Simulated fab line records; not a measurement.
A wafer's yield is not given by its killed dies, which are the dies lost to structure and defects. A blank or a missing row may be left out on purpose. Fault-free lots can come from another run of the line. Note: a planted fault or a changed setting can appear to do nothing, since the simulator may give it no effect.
Split-lot experiment || flow n5 finfet || 21 wafers read across 7 lots, on a route 1938 steps long

THE SPLIT
At N5_MIM_TOP_SPUTTER_03 (material TiN, target thk 35 nm, time 89.7 s), the setting time s was moved away from the recipe's 89.7 s on 7 of the 21 wafers read, by -14.7% to +12.0%. The other wafers ran this setting at the recipe's value.

The reading comes from the split's own step.

THE READING
TiN_of_MIM_TOP_SPUTTER_03.thk nm (the simulator's own value, which no gauge read), in nm, at N5_MIM_TOP_SPUTTER_03 (material TiN, target thk 35 nm, time 89.7 s). The file gives no usual value for it. The 14 wafers here that ran the recipe average 35.2 nm, standard deviation 0.59 nm.

{"wafer": "L077.4", "tool, chamber at the split": "pvd sputter-03, -", "time s as run, s": 97.31, "against the recipe": "+8.5%", "TiN_of_MIM_TOP_SPUTTER_03.thk nm, nm": 38.8, "against lot-mates on the recipe": "+3.4"}
{"wafer": "L077.5", "tool, chamber at the split": "pvd sputter-03, -", "time s as run, s": 89.7, "against the recipe": "recipe", "TiN_of_MIM_TOP_SPUTTER_03.thk nm, nm": 35.6, "against lot-mates on the recipe": "-"}
{"wafer": "L077.6", "tool, chamber at the split": "pvd sputter-03, -", "time s as run, s": 89.7, "against the recipe": "recipe", "TiN_of_MIM_TOP_SPUTTER_03.thk nm, nm": 35.2, "against lot-mates on the recipe": "-"}
{"wafer": "L078.1", "tool, chamber at the split": "pvd sputter-03, -", "time s as run, s": 89.7, "against the recipe": "recipe", "TiN_of_MIM_TOP_SPUTTER_03.thk nm, nm": 36.2, "against lot-mates on the recipe": "-"}
{"wafer": "L078.4", "tool, chamber at the split": "pvd sputter-03, -", "time s as run, s": 89.7, "against the recipe": "recipe", "TiN_of_MIM_TOP_SPUTTER_03.thk nm, nm": 35.6, "against lot-mates on the recipe": "-"}
{"wafer": "L078.5", "tool, chamber at the split": "pvd sputter-03, -", "time s as run, s": 89.7, "against the recipe": "recipe", "TiN_of_MIM_TOP_SPUTTER_03.thk nm, nm": 35.6, "against lot-mates on the recipe": "-"}
{"wafer": "L080.2", "tool, chamber at the split": "pvd sputter-01, -", "time s as run, s": 89.7, "against the recipe": "recipe", "TiN_of_MIM_TOP_SPUTTER_03.thk nm, nm": 33.6, "against lot-mates on the recipe": "-"}
{"wafer": "L080.3", "tool, chamber at the split": "pvd sputter-01, -", "time s as run, s": 82.68, "against the recipe": "-7.8%", "TiN_of_MIM_TOP_SPUTTER_03.thk nm, nm": 31.6, "against lot-mates on the recipe": -2.0}
{"wafer": "L080.5", "tool, chamber at the split": "pvd sputter-01, -", "time s as run, s": 82.68, "against the recipe": "-7.8%", "TiN_of_MIM_TOP_SPUTTER_03.thk nm, nm": 31.8, "against lot-mates on the recipe": -1.8}
{"wafer": "L084.2", "tool, chamber at the split": "pvd sputter-01, -", "time s as run, s": 89.7, "against the recipe": "recipe", "TiN_of_MIM_TOP_SPUTTER_03.thk nm, nm": 35.2, "against lot-mates on the recipe": "-"}
{"wafer": "L084.4", "tool, chamber at the split": "pvd sputter-01, -", "time s as run, s": 89.7, "against the recipe": "recipe", "TiN_of_MIM_TOP_SPUTTER_03.thk nm, nm": 35.6, "against lot-mates on the recipe": "-"}
{"wafer": "L084.6", "tool, chamber at the split": "pvd sputter-01, -", "time s as run, s": 100.5, "against the recipe": "+12.0%", "TiN_of_MIM_TOP_SPUTTER_03.thk nm, nm": 39.2, "against lot-mates on the recipe": "+3.8"}
{"wafer": "L088.1", "tool, chamber at the split": "pvd sputter-01, -", "time s as run, s": 94.81, "against the recipe": "+5.7%", "TiN_of_MIM_TOP_SPUTTER_03.thk nm, nm": 36.8, "against lot-mates on the recipe": "+2.1"}
{"wafer": "L088.2", "tool, chamber at the split": "pvd sputter-01, -", "time s as run, s": 89.7, "against the recipe": "recipe", "TiN_of_MIM_TOP_SPUTTER_03.thk nm, nm": 34.6, "against lot-mates on the recipe": "-"}
{"wafer": "L088.6", "tool, chamber at the split": "pvd sputter-01, -", "time s as run, s": 89.7, "against the recipe": "recipe", "TiN_of_MIM_TOP_SPUTTER_03.thk nm, nm": 34.8, "against lot-mates on the recipe": "-"}
{"wafer": "L087.1", "tool, chamber at the split": "pvd sputter-01, -", "time s as run, s": 76.55, "against the recipe": "-14.7%", "TiN_of_MIM_TOP_SPUTTER_03.thk nm, nm": 29.6, "against lot-mates on the recipe": -5.3}
{"wafer": "L087.2", "tool, chamber at the split": "pvd sputter-01, -", "time s as run, s": 89.7, "against the recipe": "recipe", "TiN_of_MIM_TOP_SPUTTER_03.thk nm, nm": 35, "against lot-mates on the recipe": "-"}
{"wafer": "L087.3", "tool, chamber at the split": "pvd sputter-01, -", "time s as run, s": 89.7, "against the recipe": "recipe", "TiN_of_MIM_TOP_SPUTTER_03.thk nm, nm": 34.8, "against lot-mates on the recipe": "-"}
{"wafer": "L094.2", "tool, chamber at the split": "pvd sputter-03, -", "time s as run, s": 89.7, "against the recipe": "recipe", "TiN_of_MIM_TOP_SPUTTER_03.thk nm, nm": 35.4, "against lot-mates on the recipe": "-"}
{"wafer": "L094.3", "tool, chamber at the split": "pvd sputter-03, -", "time s as run, s": 89.7, "against the recipe": "recipe", "TiN_of_MIM_TOP_SPUTTER_03.thk nm, nm": 35.2, "against lot-mates on the recipe": "-"}
{"wafer": "L094.5", "tool, chamber at the split": "pvd sputter-03, -", "time s as run, s": 94.45, "against the recipe": "+5.3%", "TiN_of_MIM_TOP_SPUTTER_03.thk nm, nm": 36.4, "against lot-mates on the recipe": "+1.1"}

THE FIT
A straight line over all 21 wafers: TiN_of_MIM_TOP_SPUTTER_03.thk nm changes by +0.376 nm for each +1% of time s; r = +0.96; the points scatter about the line by 0.59 nm.
The same after taking each lot's own level away (the mean of its wafers on the recipe; 21 wafers): +0.325 nm for each +1%; r = +0.98; scatter 0.36 nm.
On that fit, the largest move of time s shifts the reading by 4.8 nm.
Across the lots, their own levels run from 33.60 to 35.80 nm, a range of 3.7 times the standard deviation given above.
So the lot-to-lot level changes the slope: the two fits differ.
Check: -4.33 nm against its lot-mates is what the line predicts for one of the wafers moved furthest among these (-14.7%) when that wafer is left out of the fit. It came out at -5.3 nm against them.

THE OTHER SPLITS THESE WAFERS WENT THROUGH
These wafers also went through other splits before the reading. Each is held against what the fit with the lots' levels taken away leaves over:
{"other split on the same wafers": "N5_BEOL_M11_EXPOSE_08 dose mj", "wafers away from the commonest value": 8, "r with TiN_of_MIM_TOP_SPUTTER_03.thk nm (lot level and that fit taken away)": "+0.16"}
{"other split on the same wafers": "N5_BEOL_M13_ETCH_68 time s", "wafers away from the commonest value": 7, "r with TiN_of_MIM_TOP_SPUTTER_03.thk nm (lot level and that fit taken away)": "+0.54"}
{"other split on the same wafers": "N5_BEOL_M13_SPUTTER_44 time s", "wafers away from the commonest value": 10, "r with TiN_of_MIM_TOP_SPUTTER_03.thk nm (lot level and that fit taken away)": -0.18}
{"other split on the same wafers": "N5_BEOL_M14_TRENCH_ETCH_34 bias w", "wafers away from the commonest value": 7, "r with TiN_of_MIM_TOP_SPUTTER_03.thk nm (lot level and that fit taken away)": "+0.33"}
{"other split on the same wafers": "N5_BEOL_M15_ETCH_61 time s", "wafers away from the commonest value": 8, "r with TiN_of_MIM_TOP_SPUTTER_03.thk nm (lot level and that fit taken away)": -0.33}
{"other split on the same wafers": "N5_BEOL_M15_SPUTTER_43 time s", "wafers away from the commonest value": 9, "r with TiN_of_MIM_TOP_SPUTTER_03.thk nm (lot level and that fit taken away)": -0.10}

THE FILE'S OWN FIT
TiN_of_MIM_TOP_SPUTTER_03.thk nm changes by +0.334 nm for each +1% of time s, r = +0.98.
